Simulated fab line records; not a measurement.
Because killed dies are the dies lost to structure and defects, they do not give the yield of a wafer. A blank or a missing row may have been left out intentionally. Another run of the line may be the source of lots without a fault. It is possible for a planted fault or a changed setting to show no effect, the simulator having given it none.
One fault seen from 3 desks :: flow nand-harc :: only its own numbers are on each desk; what lay behind them is given at the end

== THE TOOL OWNER'S DESK: litho-track-07 ==
The tool's own readings at NHARC_P_STI_PEB_07 (peb time 80 s): means of the sampled wafers that have a number, for each lot that ran on this tool. If a lot's mean is further than 4 standard deviations from the usual mean, the lot is out of limits and carries the mark OUT (the distance appears in the brackets).
Columns: A = heater-power-total-W at NHARC_P_STI_PEB_07, usual 189.8 W; B = plate-temp-C at NHARC_P_STI_PEB_07, usual 128.01 C; C = resist-line-temp-C at NHARC_P_STI_PEB_07, usual 23.02 C
lot: L540
first seen here: day 3 09:33
A: 189.7
B: 127.79
C: 22.89

lot: L541
first seen here: day 3 20:59
A: 190.4
B: 128.02
C: 23.13

lot: L546
first seen here: day 5 17:58
A: 190.3
B: 128.12
C: 22.97

lot: L557
first seen here: day 10 06:11
A: 186.5
B: 125.88 (-16) OUT
C: 23.00

lot: L559
first seen here: day 11 02:47
A: 186.1 (-4.6) OUT
B: 126.07 (-15) OUT
C: 22.93
This desk finds L557, L559 out of limits, L557 being first, at day 10 06:11 (plate-temp-C at NHARC_P_STI_PEB_07). L540, L541, L546: within limits.

== THE DEFECT DESK ==
What the inspections along the route counted, lot by lot: means of the sampled wafers that have a number. If a lot's mean is further than 4 standard deviations from the usual mean, the lot is out of limits and carries the mark OUT (the distance appears in the brackets).
Columns: A = raw-defect-count at NHARC_P_ZERO_WELL_INSPECT_43, usual 15
lot: L540
first seen here: day 2 13:40
A: 6

lot: L541
first seen here: day 2 23:32
A: 11

lot: L542
first seen here: day 3 09:12
A: 10

lot: L546
first seen here: day 5 01:45
A: 15

lot: L549
first seen here: day 6 07:33
A: 8

lot: L550
first seen here: day 6 18:08
A: 8

lot: L557
first seen here: day 9 15:43
A: 11

lot: L559
first seen here: day 10 11:42
A: 5

lot: L560
first seen here: day 10 21:37
A: 22

lot: L561
first seen here: day 11 07:45
A: 12

lot: L562
first seen here: day 11 17:44
A: 18
Result from this desk: across the 11 lots, nothing is out of limits.

== FROM THE METROLOGY DESK ==
What the gauges read, lot by lot, whatever tool the lot ran on: means of the sampled wafers that have a number. If a lot's mean is further than 4 standard deviations from the usual mean, the lot is out of limits and carries the mark OUT (the distance appears in the brackets).
Columns: A = cd-nm at NHARC_P_STI_CD_MEAS_09, usual 200.2 nm; B = trench-depth-nm at NHARC_P_STI_OCD_MEAS_17, usual 301.0 nm; C = trench-foot-cd-nm at NHARC_P_STI_OCD_MEAS_17, usual 158.1 nm
lot: L540
first seen here: day 3 09:38
A: 200.3
B: 299.9
C: 158.8

lot: L541
first seen here: day 3 21:05
A: 198.5
B: 301.9
C: 156.7

lot: L542
first seen here: day 3 21:14
A: 198.6
B: 300.7
C: 156.5

lot: L546
first seen here: day 5 18:04
A: 200.1
B: 304.5
C: 157.0

lot: L549
first seen here: day 6 23:31
A: 201.5
B: 304.7
C: 158.9

lot: L550
first seen here: day 7 08:33
A: 199.4
B: 301.9
C: 156.9

lot: L557
first seen here: day 10 06:17
A: 181.6 (-9.3) OUT
B: 302.6
C: 139.5 (-9.3) OUT

lot: L559
first seen here: day 11 02:53
A: 179.5 (-10) OUT
B: 301.9
C: 137.3 (-10) OUT

lot: L560
first seen here: day 11 13:58
A: 199.8
B: 302.2
C: 157.8

lot: L561
first seen here: day 11 23:47
A: 198.6
B: 302.6
C: 156.2

lot: L562
first seen here: day 12 09:53
A: 200.9
B: 303.0
C: 158.7
This desk finds L557, L559 out of limits, L557 being first, at day 10 06:17 (cd-nm at NHARC_P_STI_CD_MEAS_09). L540, L541, L542, L546, L549, L550, L560, L561, L562: within limits.

== TAKEN TOGETHER ==
On L557, L559, at day 10 06:11, an alarm was possible from the tool owner's desk.
An alarm was possible from the metrology desk at day 10 06:17, on L557, L559.
Nothing out of limits was seen by the defect desk.
The defect desk has L557, L559 on record, within its limits.
Of the lots named, all ran NHARC_P_STI_PEB_07 on litho-track-07.

== WHAT THE SIMULATOR HAD INSERTED ==
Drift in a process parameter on litho-track-07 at NHARC_P_STI_PEB_07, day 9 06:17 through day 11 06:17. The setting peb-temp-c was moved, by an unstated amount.
Shown lots that were struck: L557, L559.
Time in hours from fault onset to the first out-of-limits reading at each desk: tool owner's desk 24, metrology desk 24.
